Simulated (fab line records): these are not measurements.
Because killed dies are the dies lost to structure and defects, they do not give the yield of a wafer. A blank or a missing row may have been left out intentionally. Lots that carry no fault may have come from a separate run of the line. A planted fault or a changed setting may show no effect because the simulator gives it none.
Lot-split experiment / flow n5_finfet / route with 1938 steps; 7 lots, 21 wafers read

## THE SPLIT
At N5_SDB_COAT_05 (resist thk 90 nm), the setting spin_rpm was moved away from the recipe's 1500 rpm on 7 of the 21 wafers read, by -9.3% to +7.3%. For the rest of the wafers, this setting stayed at what the recipe calls for.

## FROM THE SPLIT TO THE READING: what the file shows between them, 6 steps
- N5_SDB_EBR_07
- N5_SDB_SOFTBAKE_06: time 60 s
- N5_SDB_EXPOSE_08: exposes mask SDB
- N5_SDB_PEB_09: peb time 60 s
- N5_SDB_DEVELOP_10: develop time 30 s
- N5_SDB_DESCUM_16: chemistry O2, time 7.9 s

## THE READING
CAR-ArF_of_SDB_COAT_05.thk_nm (the simulator's own value, which no gauge read), in nm, at N5_SDB_ETCH_17 (etches SiARC in CF4, target depth 23.4 nm, time 39 s). The file does not state a usual value for it. The 14 wafers here that ran the recipe average 66.7 nm, standard deviation 0.41 nm.

wafer=L075.1; tool, chamber at the split=litho_track-01, 0; spin_rpm as run, rpm=1500; against the recipe=recipe; CAR-ArF_of_SDB_COAT_05.thk_nm, nm=66; against lot-mates on the recipe=-
wafer=L075.3; tool, chamber at the split=litho_track-01, 0; spin_rpm as run, rpm=1360; against the recipe=-9.3%; CAR-ArF_of_SDB_COAT_05.thk_nm, nm=70.8; against lot-mates on the recipe=+4.6
wafer=L075.6; tool, chamber at the split=litho_track-01, 0; spin_rpm as run, rpm=1500; against the recipe=recipe; CAR-ArF_of_SDB_COAT_05.thk_nm, nm=66.4; against lot-mates on the recipe=-
wafer=L077.1; tool, chamber at the split=litho_track-01, 0; spin_rpm as run, rpm=1421; against the recipe=-5.3%; CAR-ArF_of_SDB_COAT_05.thk_nm, nm=69; against lot-mates on the recipe=+2.5
wafer=L077.2; tool, chamber at the split=litho_track-01, 0; spin_rpm as run, rpm=1500; against the recipe=recipe; CAR-ArF_of_SDB_COAT_05.thk_nm, nm=66.4; against lot-mates on the recipe=-
wafer=L077.5; tool, chamber at the split=litho_track-01, 0; spin_rpm as run, rpm=1500; against the recipe=recipe; CAR-ArF_of_SDB_COAT_05.thk_nm, nm=66.6; against lot-mates on the recipe=-
wafer=L078.2; tool, chamber at the split=litho_track-02, 0; spin_rpm as run, rpm=1374; against the recipe=-8.4%; CAR-ArF_of_SDB_COAT_05.thk_nm, nm=70.2; against lot-mates on the recipe=+4.0
wafer=L078.3; tool, chamber at the split=litho_track-02, 0; spin_rpm as run, rpm=1374; against the recipe=-8.4%; CAR-ArF_of_SDB_COAT_05.thk_nm, nm=70.6; against lot-mates on the recipe=+4.4
wafer=L078.4; tool, chamber at the split=litho_track-02, 0; spin_rpm as run, rpm=1500; against the recipe=recipe; CAR-ArF_of_SDB_COAT_05.thk_nm, nm=66.2; against lot-mates on the recipe=-
wafer=L081.2; tool, chamber at the split=litho_track-01, 0; spin_rpm as run, rpm=1552; against the recipe=+3.5%; CAR-ArF_of_SDB_COAT_05.thk_nm, nm=64.4; against lot-mates on the recipe=-2.0
wafer=L081.3; tool, chamber at the split=litho_track-01, 0; spin_rpm as run, rpm=1552; against the recipe=+3.5%; CAR-ArF_of_SDB_COAT_05.thk_nm, nm=64.8; against lot-mates on the recipe=-1.6
wafer=L081.5; tool, chamber at the split=litho_track-01, 0; spin_rpm as run, rpm=1500; against the recipe=recipe; CAR-ArF_of_SDB_COAT_05.thk_nm, nm=66.4; against lot-mates on the recipe=-
wafer=L090.4; tool, chamber at the split=litho_track-02, 0; spin_rpm as run, rpm=1609; against the recipe=+7.3%; CAR-ArF_of_SDB_COAT_05.thk_nm, nm=63.8; against lot-mates on the recipe=-3.2
wafer=L090.5; tool, chamber at the split=litho_track-02, 0; spin_rpm as run, rpm=1500; against the recipe=recipe; CAR-ArF_of_SDB_COAT_05.thk_nm, nm=67; against lot-mates on the recipe=-
wafer=L090.6; tool, chamber at the split=litho_track-02, 0; spin_rpm as run, rpm=1500; against the recipe=recipe; CAR-ArF_of_SDB_COAT_05.thk_nm, nm=67; against lot-mates on the recipe=-
wafer=L091.2; tool, chamber at the split=litho_track-01, 0; spin_rpm as run, rpm=1500; against the recipe=recipe; CAR-ArF_of_SDB_COAT_05.thk_nm, nm=67.4; against lot-mates on the recipe=-
wafer=L091.5; tool, chamber at the split=litho_track-01, 0; spin_rpm as run, rpm=1500; against the recipe=recipe; CAR-ArF_of_SDB_COAT_05.thk_nm, nm=67.2; against lot-mates on the recipe=-
wafer=L091.6; tool, chamber at the split=litho_track-01, 0; spin_rpm as run, rpm=1500; against the recipe=recipe; CAR-ArF_of_SDB_COAT_05.thk_nm, nm=67.2; against lot-mates on the recipe=-
wafer=L092.2; tool, chamber at the split=litho_track-04, 0; spin_rpm as run, rpm=1500; against the recipe=recipe; CAR-ArF_of_SDB_COAT_05.thk_nm, nm=66.8; against lot-mates on the recipe=-
wafer=L092.3; tool, chamber at the split=litho_track-04, 0; spin_rpm as run, rpm=1500; against the recipe=recipe; CAR-ArF_of_SDB_COAT_05.thk_nm, nm=66.4; against lot-mates on the recipe=-
wafer=L092.6; tool, chamber at the split=litho_track-04, 0; spin_rpm as run, rpm=1500; against the recipe=recipe; CAR-ArF_of_SDB_COAT_05.thk_nm, nm=67; against lot-mates on the recipe=-

FIT RESULTS
A straight line over all 21 wafers: CAR-ArF_of_SDB_COAT_05.thk_nm changes by -0.447 nm for each +1% of spin_rpm; r = -0.98; the points scatter about the line by 0.41 nm.
The same after taking each lot's own level away (the mean of its wafers on the recipe; 21 wafers): -0.487 nm for each +1%; r = -1.00; scatter 0.18 nm.
Per that fit: largest spin_rpm move, reading shift of 4.5 nm.
The span of the lots' own levels, 66.20 to 67.27 nm, comes to 2.6 times the standard deviation stated above.
The two slopes agree, so the slope changes little with the lot-to-lot level.
Check: for one of the wafers moved furthest among these (-9.3%), held out of the fit, the line's prediction against its lot-mates is +4.55 nm. It came out at +4.6 nm against them.

## THE WHOLE CHAIN: every reading that the file lists as answering this split, in the file's order
step=N5_SDB_COAT_05; what it does=resist thk 90 nm; reading=CAR-ArF_of_SDB_COAT_05.thk_nm (the simulator's own value, which no gauge read); change (the file's fit)=-0.499 nm for each +1% of the setting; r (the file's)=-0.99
step=N5_SDB_DEVELOP_10; what it does=develop time 30 s; reading=CAR-ArF_of_SDB_COAT_05.thk_nm (the simulator's own value, which no gauge read); change (the file's fit)=-0.492 nm for each +1% of the setting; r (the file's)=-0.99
step=N5_SDB_ETCH_17; what it does=etches SiARC in CF4, target depth 23.4 nm, time 39 s; reading=CAR-ArF_of_SDB_COAT_05.thk_nm (the simulator's own value, which no gauge read); change (the file's fit)=-0.483 nm for each +1% of the setting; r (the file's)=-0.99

## THE FILE'S OWN FIT
CAR-ArF_of_SDB_COAT_05.thk_nm changes by -0.483 nm for each +1% of spin_rpm, r = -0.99.
